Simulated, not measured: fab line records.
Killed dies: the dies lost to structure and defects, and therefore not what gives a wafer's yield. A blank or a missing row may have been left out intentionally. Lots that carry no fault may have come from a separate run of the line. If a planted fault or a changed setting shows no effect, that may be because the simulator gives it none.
One fault seen from 2 desks / flow nand_harc / every desk sees just its own numbers, and what lay behind them comes last

== TOOL OWNER'S DESK, rie_diel-08 ==
The tool's own readings at NHARC_A_CHANNEL_HOLE_D1_ETCH_38 (etches the open film in CF4, target depth 39 nm, time 65 s): means of the sampled wafers that have a number, for each lot that ran on this tool. Marked OUT: a lot whose mean sits more than 4 standard deviations from the usual mean, which makes it out of limits; the brackets give that distance.
Columns: A = drypump_motor_current_A at NHARC_A_CHANNEL_HOLE_D1_ETCH_38, usual 5.5 A; B = oes_product_au at NHARC_A_CHANNEL_HOLE_D1_ETCH_38, usual 0.996 a.u.; C = rf_vpp_V at NHARC_A_CHANNEL_HOLE_D1_ETCH_38, usual 151.4 V; D = showerhead_plenum_p_Torr at NHARC_A_CHANNEL_HOLE_D1_ETCH_38, usual 1.78 Torr; E = throttle_valve_pct at NHARC_A_CHANNEL_HOLE_D1_ETCH_38, usual 13.284 %
lot=L503; first seen here=day 9 14:12; A=5.2; B=0.997; C=151.0; D=1.76; E=13.283
lot=L509; first seen here=day 11 11:59; A=5.5; B=1.011; C=151.6; D=1.78; E=13.274
lot=L508; first seen here=day 11 13:26; A=5.1; B=0.994; C=151.3; D=1.74; E=13.279
lot=L511; first seen here=day 12 11:37; A=5.4; B=0.991; C=150.7; D=1.72; E=13.289
lot=L514; first seen here=day 14 09:14; A=5.9; B=0.992; C=151.3; D=1.82; E=13.281
lot=L515; first seen here=day 14 18:42; A=5.6; B=0.988; C=151.7; D=1.76; E=13.289
Finding of this desk: none of the 6 lots has anything out of limits.

== THE DEFECT DESK ==
What the inspections along the route counted, lot by lot: means of the sampled wafers that have a number. Marked OUT: a lot whose mean sits more than 4 standard deviations from the usual mean, which makes it out of limits; the brackets give that distance.
Columns: A = raw_defect_count at NHARC_A_CHANNEL_HOLE_D1_INSPECT_40, usual 79
lot=L502; first seen here=day 9 17:12; A=99
lot=L503; first seen here=day 9 20:58; A=46
lot=L504; first seen here=day 10 09:53; A=107
lot=L509; first seen here=day 11 18:44; A=96
lot=L508; first seen here=day 11 20:13; A=49
lot=L511; first seen here=day 12 18:28; A=86
lot=L510; first seen here=day 12 21:50; A=44
lot=L514; first seen here=day 14 16:12; A=880 (+33) OUT
lot=L515; first seen here=day 15 01:30; A=886 (+34) OUT
lot=L524; first seen here=day 18 11:05; A=37
This desk finds L514, L515 out of limits, L514 being first, at day 14 16:12 (raw_defect_count at NHARC_A_CHANNEL_HOLE_D1_INSPECT_40). In limits: L502, L503, L504, L509, L508, L511, L510, L524.

== TAKEN TOGETHER ==
The defect desk could have raised an alarm at day 14 16:12, on L514, L515.
The desk of the tool owner found nothing out of limits.
Tool owner's desk: L514, L515 on record, inside its limits.
The lots listed all ran NHARC_A_CHANNEL_HOLE_D1_ETCH_38 on rie_diel-08.

== WHAT THE SIMULATOR HAD PUT IN ==
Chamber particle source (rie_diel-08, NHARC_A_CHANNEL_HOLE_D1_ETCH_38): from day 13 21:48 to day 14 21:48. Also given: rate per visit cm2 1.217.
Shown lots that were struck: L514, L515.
Hours from the fault's start to each desk's first reading out of limits: the defect desk, 18.
